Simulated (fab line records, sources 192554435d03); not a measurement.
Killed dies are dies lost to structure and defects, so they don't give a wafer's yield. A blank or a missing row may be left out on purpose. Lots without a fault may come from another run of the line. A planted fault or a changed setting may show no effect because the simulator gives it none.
Which tool did it? | flow n5_finfet | 24 lots, 72 wafers sampled, at 6 steps of a route of 1938

WHAT THE GAUGES READ, wafer by wafer
N5_FIN_SAQP_THK_MEAS_07. Usual: thk_nm 60.2 nm, standard deviation 1.
lot  | measured    | on            | thk_nm (nm)    | flag
L074 | day 1 21:50 | film_metro-01 | 59.1 60.9 61.3 |
L075 | day 2 03:02 | film_metro-01 | 60.3 60.8 60.8 |
L076 | day 2 09:19 | film_metro-02 | 58.7 60.7 61.6 |
L077 | day 2 15:17 | film_metro-02 | 60.4 59.6 58.9 |
L078 | day 2 20:48 | film_metro-01 | 60.1 59.0 61.6 |
L079 | day 3 03:10 | film_metro-01 | 59.9 60.0 59.9 |
L080 | day 3 08:53 | film_metro-01 | 59.4 59.5 61.8 |
L081 | day 3 19:35 | film_metro-01 | 60.5 61.2 60.4 |
L082 | day 4 00:20 | film_metro-02 | 59.1 59.8 60.3 |
L083 | day 4 03:51 | film_metro-01 | 58.9 59.7 60.6 |
L084 | day 4 09:53 | film_metro-02 | 59.2 60.2 59.7 |
L085 | day 4 16:25 | film_metro-02 | 60.7 60.9 59.3 |
L086 | day 4 23:08 | film_metro-02 | 61.0 62.2 59.8 |
L087 | day 5 03:25 | film_metro-01 | 60.9 61.4 59.7 |
L088 | day 5 08:53 | film_metro-01 | 61.6 60.4 59.9 |
L089 | day 5 14:49 | film_metro-02 | 61.0 59.9 61.0 |
L090 | day 5 22:40 | film_metro-02 | 59.3 61.0 60.7 |
L091 | day 6 04:04 | film_metro-02 | 59.7 60.1 60.4 |
L092 | day 6 10:09 | film_metro-02 | 59.4 61.0 61.8 |
L093 | day 6 15:03 | film_metro-01 | 60.4 61.7 60.7 |
L094 | day 6 23:30 | film_metro-01 | 59.2 59.9 61.3 |
L095 | day 7 03:28 | film_metro-02 | 59.5 59.9 59.6 |
L096 | day 7 09:27 | film_metro-02 | 60.8 58.4 61.2 |
L097 | day 7 15:20 | film_metro-02 | 59.6 61.7 61.2 |

N5_FIN_SAQP_INSPECT_18: inspects for defects (brightfield). Usual: raw_defect_count 390, standard deviation 130.
lot  | measured    | on                | raw_defect_count | flag
L074 | day 1 22:23 | defect_inspect-01 | 394 438 511      |
L075 | day 2 03:35 | defect_inspect-02 | 390 507 386      |
L076 | day 2 09:44 | defect_inspect-02 | 855 499 665      |
L077 | day 2 15:50 | defect_inspect-01 | 446 325 363      |
L078 | day 2 21:23 | defect_inspect-02 | 350 396 403      |
L079 | day 3 03:37 | defect_inspect-01 | 265 392 282      |
L080 | day 3 09:19 | defect_inspect-01 | 314 524 586      |
L081 | day 3 20:01 | defect_inspect-01 | 305 258 357      |
L082 | day 4 00:53 | defect_inspect-01 | 266 305 355      |
L083 | day 4 04:27 | defect_inspect-01 | 547 426 394      |
L084 | day 4 10:28 | defect_inspect-02 | 504 694 360      |
L085 | day 4 17:00 | defect_inspect-01 | 441 360 234      |
L086 | day 4 23:41 | defect_inspect-01 | 339 313 271      |
L087 | day 5 03:50 | defect_inspect-01 | 226 328 481      |
L088 | day 5 09:25 | defect_inspect-01 | 487 310 497      |
L089 | day 5 15:22 | defect_inspect-02 | 301 329 291      |
L090 | day 5 23:13 | defect_inspect-01 | 373 316 341      |
L091 | day 6 04:37 | defect_inspect-02 | 510 406 379      |
L092 | day 6 10:42 | defect_inspect-01 | 301 252 387      |
L093 | day 6 15:36 | defect_inspect-01 | 202 221 271      |
L094 | day 7 00:03 | defect_inspect-01 | 502 277 399      |
L095 | day 7 04:02 | defect_inspect-02 | 422 357 322      |
L096 | day 7 10:00 | defect_inspect-01 | 298 308 210      |
L097 | day 7 15:53 | defect_inspect-02 | 449 537 502      |

N5_FIN_SAQP_CD_MEAS_27: target cd 20 nm. Usual: cd_nm 20.33 nm, standard deviation 0.25.
lot  | measured    | on        | cd_nm (nm)        | flag
L074 | day 2 00:50 | cd_sem-02 | 20.20 20.52 20.56 |
L075 | day 2 05:59 | cd_sem-03 | 19.98 20.40 20.49 |
L076 | day 2 11:54 | cd_sem-02 | 20.58 20.19 20.38 |
L077 | day 2 17:55 | cd_sem-01 | 19.85 20.28 20.31 |
L078 | day 2 23:25 | cd_sem-01 | 20.41 20.44 19.89 |
L079 | day 3 05:43 | cd_sem-02 | 19.75 20.44 20.44 |
L080 | day 3 11:24 | cd_sem-03 | 20.46 20.50 20.13 |
L081 | day 3 22:14 | cd_sem-03 | 20.14 20.42 20.04 |
L082 | day 4 04:11 | cd_sem-03 | 20.12 20.37 20.39 |
L083 | day 4 07:26 | cd_sem-01 | 20.32 20.61 20.46 |
L084 | day 4 13:15 | cd_sem-01 | 20.65 20.22 20.20 |
L085 | day 4 19:13 | cd_sem-03 | 20.76 20.25 20.29 |
L086 | day 5 01:50 | cd_sem-02 | 20.60 20.31 20.01 |
L087 | day 5 06:14 | cd_sem-01 | 19.99 20.24 20.18 |
L088 | day 5 11:37 | cd_sem-01 | 20.12 20.41 20.42 |
L089 | day 5 19:12 | cd_sem-03 | 20.15 20.63 20.40 |
L090 | day 6 01:19 | cd_sem-03 | 20.30 20.62 20.32 |
L091 | day 6 06:43 | cd_sem-03 | 20.58 20.58 20.29 |
L092 | day 6 12:48 | cd_sem-03 | 20.12 20.04 19.83 |
L093 | day 6 19:06 | cd_sem-02 | 20.56 19.96 20.71 |
L094 | day 7 02:05 | cd_sem-02 | 19.82 20.05 20.05 |
L095 | day 7 06:26 | cd_sem-01 | 20.92 20.27 21.02 |
L096 | day 7 12:39 | cd_sem-01 | 21.06 20.77 20.86 |
L097 | day 7 18:05 | cd_sem-01 | 20.00 20.26 20.22 |

WHICH TOOL RAN EACH LOT (tool, then ch and the chambers of the sampled wafers, then the start)
lot  | N5_FIN_SAQP_ALD_61               | N5_FIN_SAQP_HM_OPEN_73            | N5_FIN_SAQP_STRIP_55
L074 | ald_sin-02 ch 1,2,3, day 1 21:07 | rie_diel-01 ch 0,3, day 1 22:59   | rie_diel-05 ch 1,2, day 1 23:13
L075 | ald_sin-02 ch 0,2,3, day 2 02:19 | rie_diel-06 ch 1,3, day 2 03:59   | rie_diel-01 ch 0,2, day 2 04:10
L076 | ald_sin-04 ch 0,1,2, day 2 08:34 | rie_diel-06 ch 0,1,3, day 2 09:58 | rie_diel-05 ch 1,2,3, day 2 10:10
L077 | ald_sin-04 ch 0,2,3, day 2 14:34 | rie_diel-01 ch 0,2,3, day 2 16:04 | rie_diel-05 ch 2,3, day 2 16:17
L078 | ald_sin-02 ch 0,2,3, day 2 20:05 | rie_diel-05 ch 1,2,3, day 2 21:37 | rie_diel-06 ch 0,2,3, day 2 21:47
L079 | ald_sin-02 ch 0,3, day 3 02:23   | rie_diel-05 ch 0,3, day 3 03:51   | rie_diel-05 ch 0,1, day 3 04:05
L080 | ald_sin-03 ch 1,2, day 3 08:09   | rie_diel-01 ch 2,3, day 3 09:34   | rie_diel-01 ch 0,2,3, day 3 09:44
L081 | ald_sin-03 ch 0,2,3, day 3 18:41 | rie_diel-06 ch 2,3, day 3 20:14   | rie_diel-06 ch 1,2, day 3 20:25
L082 | ald_sin-03 ch 1,2,3, day 3 23:31 | rie_diel-05 ch 1,2,3, day 4 01:29 | rie_diel-06 ch 0,1,3, day 4 01:59
L083 | ald_sin-04 ch 0,2,3, day 4 03:08 | rie_diel-05 ch 0,2,3, day 4 04:41 | rie_diel-06 ch 1,2,3, day 4 05:00
L084 | ald_sin-04 ch 0,3, day 4 09:11   | rie_diel-06 ch 0,1,2, day 4 10:44 | rie_diel-05 ch 0,2,3, day 4 10:59
L085 | ald_sin-03 ch 0,1, day 4 15:42   | rie_diel-01 ch 0,1,2, day 4 17:14 | rie_diel-01 ch 1,3, day 4 17:26
L086 | ald_sin-02 ch 0,1,2, day 4 22:25 | rie_diel-05 ch 0,3, day 4 23:55   | rie_diel-05 ch 0,2,3, day 5 00:05
L087 | ald_sin-02 ch 0,2,3, day 5 02:42 | rie_diel-05 ch 0,2,3, day 5 04:19 | rie_diel-06 ch 0,2,3, day 5 04:37
L088 | ald_sin-04 ch 1,2,3, day 5 08:10 | rie_diel-05 ch 1,2,3, day 5 09:45 | rie_diel-05 ch 1,2,3, day 5 09:56
L089 | ald_sin-04 ch 2,3, day 5 14:01   | rie_diel-01 ch 0,1,2, day 5 17:11 | rie_diel-01 ch 0,1,2, day 5 17:28
L090 | ald_sin-02 ch 1,2,3, day 5 21:46 | rie_diel-01 ch 1,2, day 5 23:26   | rie_diel-06 ch 0,2,3, day 5 23:41
L091 | ald_sin-02 ch 1,3, day 6 03:07   | rie_diel-01 ch 0,1,3, day 6 04:51 | rie_diel-01 ch 0,3, day 6 05:02
L092 | ald_sin-04 ch 1,2,3, day 6 09:26 | rie_diel-01 ch 0,1,2, day 6 10:58 | rie_diel-06 ch 0,3, day 6 11:11
L093 | ald_sin-04 ch 0,2,3, day 6 14:19 | rie_diel-01 ch 0,1,2, day 6 15:50 | rie_diel-06 ch 2,3, day 6 16:01
L094 | ald_sin-02 ch 0,1, day 6 22:47   | rie_diel-06 ch 0,2,3, day 7 00:17 | rie_diel-01 ch 1,2, day 7 00:28
L095 | ald_sin-02 ch 1,2, day 7 02:46   | rie_diel-06 ch 0,1,2, day 7 04:16 | rie_diel-06 ch 1,2,3, day 7 04:28
L096 | ald_sin-03 ch 0,1,2, day 7 08:44 | rie_diel-06 ch 0,1,3, day 7 10:43 | rie_diel-05 ch 1,2,3, day 7 10:55
L097 | ald_sin-03 ch 0,1, day 7 14:37   | rie_diel-01 ch 0,2, day 7 16:07   | rie_diel-06 ch 0,2, day 7 16:26
- N5_FIN_SAQP_ALD_61: deposits SiO2, target thk 4 nm, pulse time 1 s, purge time 2 s.
- N5_FIN_SAQP_HM_OPEN_73: chemistry CHF3/O2, target SiO2, stops on a-Si, target depth 12 nm, time 16.8 s.
- N5_FIN_SAQP_STRIP_55: strips in N2/H2.

WHAT THE TOOLS THEMSELVES READ (means of the sampled wafers that have a number; where no wafer has one, the mark that the record gives instead)
N5_FIN_SAQP_ALD_61. Usual: heater_power_w 488 W, standard deviation 61; precursor_pulse_height_rel 1.000, standard deviation 0.021.
lot  | tool       | heater_power_w (W) | precursor_pulse_height_rel | flag
L074 | ald_sin-02 | 514                | 1.011                      |
L075 | ald_sin-02 | 556                | 0.992                      |
L076 | ald_sin-04 | 427                | 0.987                      |
L077 | ald_sin-04 | 411                | 0.987                      |
L078 | ald_sin-02 | 559                | 0.995                      |
L079 | ald_sin-02 | 553                | 0.996                      |
L080 | ald_sin-03 | 494                | 1.002                      |
L081 | ald_sin-03 | 467                | 1.015                      |
L082 | ald_sin-03 | 472                | 0.988                      |
L083 | ald_sin-04 | 417                | 1.018                      |
L084 | ald_sin-04 | 418                | 0.988                      |
L085 | ald_sin-03 | 503                | 0.998                      |
L086 | ald_sin-02 | 527                | 1.013                      |
L087 | ald_sin-02 | 551                | 0.978                      |
L088 | ald_sin-04 | 436                | 1.009                      |
L089 | ald_sin-04 | 416                | 0.993                      |
L090 | ald_sin-02 | 511                | 0.990                      |
L091 | ald_sin-02 | 502                | 1.003                      |
L092 | ald_sin-04 | 433                | 0.985                      |
L093 | ald_sin-04 | 409                | 0.999                      |
L094 | ald_sin-02 | 510                | 0.984                      |
L095 | ald_sin-02 | 488                | 1.020                      |
L096 | ald_sin-03 | 505                | 0.998                      |
L097 | ald_sin-03 | 511                | 0.997                      |

N5_FIN_SAQP_HM_OPEN_73. Usual: drypump_motor_current_A 5.6 A, standard deviation 0.44; oes_ar_750_au 0.79 a.u., standard deviation 0.08; oes_product_au 0.47 a.u., standard deviation 0.049; rf_vpp_V 522 V, standard deviation 18; showerhead_plenum_p_Torr 2.43 Torr, standard deviation 0.073; throttle_valve_pct 18.75 %, standard deviation 0.19.
lot  | tool        | drypump_motor_current_A (A) | oes_ar_750_au (a.u.) | oes_product_au (a.u.) | rf_vpp_V (V) | showerhead_plenum_p_Torr (Torr) | throttle_valve_pct (%) | flag
L074 | rie_diel-01 | 5.7                         | 0.75                 | 0.45                  | 512          | 2.49                            | 18.70                  |
L075 | rie_diel-06 | 5.5                         | 0.74                 | 0.45                  | 512          | 2.43                            | 18.89                  |
L076 | rie_diel-06 | 5.5                         | 0.77                 | 0.46                  | 515          | 2.41                            | 18.84                  |
L077 | rie_diel-01 | 5.7                         | 0.79                 | 0.47                  | 514          | 2.48                            | 18.60                  |
L078 | rie_diel-05 | 5.2                         | 0.86                 | 0.52                  | 552          | 2.49                            | 18.62                  |
L079 | rie_diel-05 | 5.3                         | 0.80                 | 0.48                  | 534          | 2.39                            | 18.77                  |
L080 | rie_diel-01 | 5.7                         | 0.83                 | 0.50                  | 515          | 2.48                            | 18.48                  |
L081 | rie_diel-06 | 5.6                         | 0.83                 | 0.49                  | 517          | 2.47                            | 18.71                  |
L082 | rie_diel-05 | 5.2                         | 0.85                 | 0.52                  | 553          | 2.48                            | 18.63                  |
L083 | rie_diel-05 | 5.2                         | 0.79                 | 0.48                  | 542          | 2.42                            | 18.77                  |
L084 | rie_diel-06 | 5.6                         | 0.81                 | 0.48                  | 520          | 2.35                            | 18.88                  |
L085 | rie_diel-01 | 5.5                         | 0.79                 | 0.47                  | 511          | 2.42                            | 18.81                  |
L086 | rie_diel-05 | 5.3                         | 0.77                 | 0.46                  | 533          | 2.38                            | 18.79                  |
L087 | rie_diel-05 | 5.2                         | 0.78                 | 0.47                  | 542          | 2.42                            | 18.79                  |
L088 | rie_diel-05 | 5.2                         | 0.83                 | 0.49                  | 553          | 2.48                            | 18.66                  |
L089 | rie_diel-01 | 5.5                         | 0.78                 | 0.46                  | 510          | 2.42                            | 18.82                  |
L090 | rie_diel-01 | 5.5                         | 0.82                 | 0.49                  | 510          | 2.42                            | 18.71                  |
L091 | rie_diel-01 | 5.9                         | 0.72                 | 0.43                  | 509          | 2.43                            | 18.84                  |
L092 | rie_diel-01 | 5.5                         | 0.77                 | 0.46                  | 509          | 2.42                            | 18.83                  |
L093 | rie_diel-01 | 5.5                         | 0.77                 | 0.46                  | 509          | 2.42                            | 18.83                  |
L094 | rie_diel-06 | 5.6                         | 0.81                 | 0.47                  | 519          | 2.39                            | 18.80                  |
L095 | rie_diel-06 | 5.7                         | 0.89                 | 0.52                  | 519          | 2.35                            | 18.77                  |
L096 | rie_diel-06 | 5.5                         | 0.83                 | 0.50                  | 515          | 2.40                            | 18.76                  |
L097 | rie_diel-01 | 5.2                         | 0.76                 | 0.45                  | 511          | 2.46                            | 18.79                  |

N5_FIN_SAQP_STRIP_55. Usual: drypump_motor_current_A 5.5 A, standard deviation 0.37; oes_product_au 0.81 a.u., standard deviation 0.086; rf_vpp_V 122.2 V, standard deviation 1.4; showerhead_plenum_p_Torr 3.38 Torr, standard deviation 0.11; temp_c 40.01 C, standard deviation 0.11; throttle_valve_pct 18.6 %, standard deviation 0.39.
lot  | tool        | drypump_motor_current_A (A) | oes_product_au (a.u.) | rf_vpp_V (V) | showerhead_plenum_p_Torr (Torr) | temp_c (C) | throttle_valve_pct (%) | flag
L074 | rie_diel-05 | 5.2                         | 0.87                  | 122.9        | 3.53                            | 40.03      | 18.3                   |
L075 | rie_diel-01 | 5.2                         | 0.81                  | 122.2        | 3.45                            | 39.99      | 18.9                   |
L076 | rie_diel-05 | 5.2                         | 0.89                  | 122.1        | 3.45                            | 40.10      | 18.4                   |
L077 | rie_diel-05 | 5.2                         | 0.90                  | 121.9        | 3.38                            | 39.93      | 18.5                   |
L078 | rie_diel-06 | 5.6                         | 0.84                  | 122.2        | 3.34                            | 39.91      | 18.5                   |
L079 | rie_diel-05 | 5.3                         | 0.84                  | 123.6        | 3.48                            | 39.99      | 18.5                   |
L080 | rie_diel-01 | 5.7                         | 0.79                  | 121.7        | 3.44                            | 39.95      | 18.5                   |
L081 | rie_diel-06 | 5.7                         | 0.79                  | 122.5        | 3.31                            | 40.02      | 18.8                   |
L082 | rie_diel-06 | 5.6                         | 0.76                  | 121.7        | 3.35                            | 39.94      | 18.9                   |
L083 | rie_diel-06 | 5.6                         | 0.80                  | 122.6        | 3.36                            | 39.94      | 18.6                   |
L084 | rie_diel-05 | 5.2                         | 0.80                  | 121.1        | 3.39                            | 39.98      | 18.7                   |
L085 | rie_diel-01 | 6.3                         | 0.74                  | 121.8        | 3.30                            | 40.01      | 18.9                   |
L086 | rie_diel-05 | 5.2                         | 0.80                  | 123.0        | 3.39                            | 40.13      | 18.7                   |
L087 | rie_diel-06 | 5.6                         | 0.81                  | 120.4        | 3.33                            | 39.98      | 18.6                   |
L088 | rie_diel-05 | 5.2                         | 0.84                  | 121.9        | 3.44                            | 40.06      | 18.5                   |
L089 | rie_diel-01 | 5.5                         | 0.78                  | 122.2        | 3.36                            | 39.94      | 19.0                   |
L090 | rie_diel-06 | 5.6                         | 0.82                  | 123.6        | 3.33                            | 40.04      | 18.5                   |
L091 | rie_diel-01 | 5.7                         | 0.71                  | 122.2        | 3.45                            | 39.99      | 18.7                   |
L092 | rie_diel-06 | 5.5                         | 0.75                  | 121.9        | 3.41                            | 40.04      | 18.8                   |
L093 | rie_diel-06 | 5.8                         | 0.83                  | 123.3        | 3.33                            | 40.05      | 18.4                   |
L094 | rie_diel-01 | 5.6                         | 0.82                  | 119.9        | 3.34                            | 40.11      | 18.8                   |
L095 | rie_diel-06 | 5.6                         | 0.89                  | 121.6        | 3.35                            | 40.04      | 18.6                   |
L096 | rie_diel-05 | 5.2                         | 0.82                  | 122.3        | 3.43                            | 39.99      | 18.5                   |
L097 | rie_diel-06 | 5.7                         | 0.83                  | 122.0        | 3.24                            | 40.02      | 18.4                   |

THE ANSWER, worked out from the rows above alone
Rule: a lot is off if the mean of its wafers that have a number lies more than 3 standard deviations from the usual mean. A lot without any number at a reading at which 4 lots or more have one is off too. The other lots that the step has rows for count as sound. The gauges are gone through in route order, then the tools' own readings, and for those a lot's mean is taken as printed above. The first step at which some lot is off is used, and at that step the reading that is off furthest; a lot without a number counts as furthest.
No lot is off at any reading shown: from this, nothing can be told.

WHAT THE SIMULATOR HAD PUT IN
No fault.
